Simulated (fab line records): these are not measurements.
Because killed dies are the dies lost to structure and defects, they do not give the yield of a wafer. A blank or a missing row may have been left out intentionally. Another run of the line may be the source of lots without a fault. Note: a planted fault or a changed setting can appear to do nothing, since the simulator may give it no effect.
Chamber matching / flow n5Finfet / uvCure-03 running N5_BEOL_M8_CURE_74: 3 sister chambers
The step cures SiCOH lowk, time 240 s. 16 wafers are shown with their chamber, then 7 later ones without.

## WAFERS WITH THEIR CHAMBER
wafer=L075.2; chamber=2; wafer_temp_C_max=387.6; lampPowerPct (%)=52.40
wafer=L075.5; chamber=2; wafer_temp_C_max=387.5; lampPowerPct (%)=52.32
wafer=L075.6; chamber=2; wafer_temp_C_max=387.8; lampPowerPct (%)=52.38
wafer=L076.1; chamber=2; wafer_temp_C_max=388.8; lampPowerPct (%)=52.38
wafer=L076.2; chamber=2; wafer_temp_C_max=389.3; lampPowerPct (%)=52.27
wafer=L076.5; chamber=2; wafer_temp_C_max=387.7; lampPowerPct (%)=52.34
wafer=L076.3; chamber=2; wafer_temp_C_max=388.1; lampPowerPct (%)=52.26
wafer=L076.4; chamber=2; wafer_temp_C_max=387.9; lampPowerPct (%)=52.32
wafer=L081.1; chamber=0; wafer_temp_C_max=386.9; lampPowerPct (%)=52.36
wafer=L081.4; chamber=0; wafer_temp_C_max=386.6; lampPowerPct (%)=52.33
wafer=L081.5; chamber=0; wafer_temp_C_max=386.2; lampPowerPct (%)=52.30
wafer=L084.1; chamber=1; wafer_temp_C_max=387.0; lampPowerPct (%)=52.31
wafer=L084.2; chamber=1; wafer_temp_C_max=386.9; lampPowerPct (%)=52.24
wafer=L084.4; chamber=1; wafer_temp_C_max=387.4; lampPowerPct (%)=52.32
wafer=L084.3; chamber=1; wafer_temp_C_max=386.7; lampPowerPct (%)=52.24
wafer=L084.5; chamber=1; wafer_temp_C_max=386.5; lampPowerPct (%)=52.37

SIGNATURES (averages over the wafers above)
reading=wafer_temp_C_max; chamber 0=386.567; chamber 1=386.900; chamber 2=388.087; scatter within a chamber=0.521
reading=lampPowerPct; chamber 0=52.3300; chamber 1=52.2960; chamber 2=52.3338; scatter within a chamber=0.0503
Rule: for each reading, subtract the chamber's mean from the wafer's reading, divide by that reading's scatter and square the result; add these up over the readings and take the root, which gives the wafer's distance from the chamber. If the next closest chamber is less than 2 further off than the closest, the wafer can't be placed; otherwise it belongs to the closest. The scatter: the root of (the sum of the squares of (reading less its chamber's mean) over the shown wafers, divided by (wafers less chambers)).

## WAFERS MISSING THEIR CHAMBER
wafer=L084.6; wafer_temp_C_max=386.9; lampPowerPct (%)=52.19
wafer=L094.2; wafer_temp_C_max=387.3; lampPowerPct (%)=52.22
wafer=L094.3; wafer_temp_C_max=387.0; lampPowerPct (%)=52.37
wafer=L094.5; wafer_temp_C_max=386.4; lampPowerPct (%)=52.39
wafer=L096.1; wafer_temp_C_max=387.4; lampPowerPct (%)=52.35
wafer=L096.4; wafer_temp_C_max=387.6; lampPowerPct (%)=52.22
wafer=L096.6; wafer_temp_C_max=388.0; lampPowerPct (%)=52.26

## WHICH CHAMBER EACH WENT THROUGH
wafer=L084.6; from the rows above=can't be placed: 1 or 0 or 2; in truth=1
wafer=L094.2; from the rows above=can't be placed: 1 or 0 or 2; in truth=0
wafer=L094.3; from the rows above=can't be placed: 0 or 1 or 2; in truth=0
wafer=L094.5; from the rows above=can't be placed: 0 or 1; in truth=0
wafer=L096.1; from the rows above=can't be placed: 2 or 1 or 0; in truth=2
wafer=L096.4; from the rows above=can't be placed: 1 or 2 or 0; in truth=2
wafer=L096.6; from the rows above=can't be placed: 2 or 1 or 0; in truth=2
0 of 7 placed correctly. From these rows, 7 cannot be placed; in 7 the true chamber is one of the candidates. Number placed wrongly: 0.
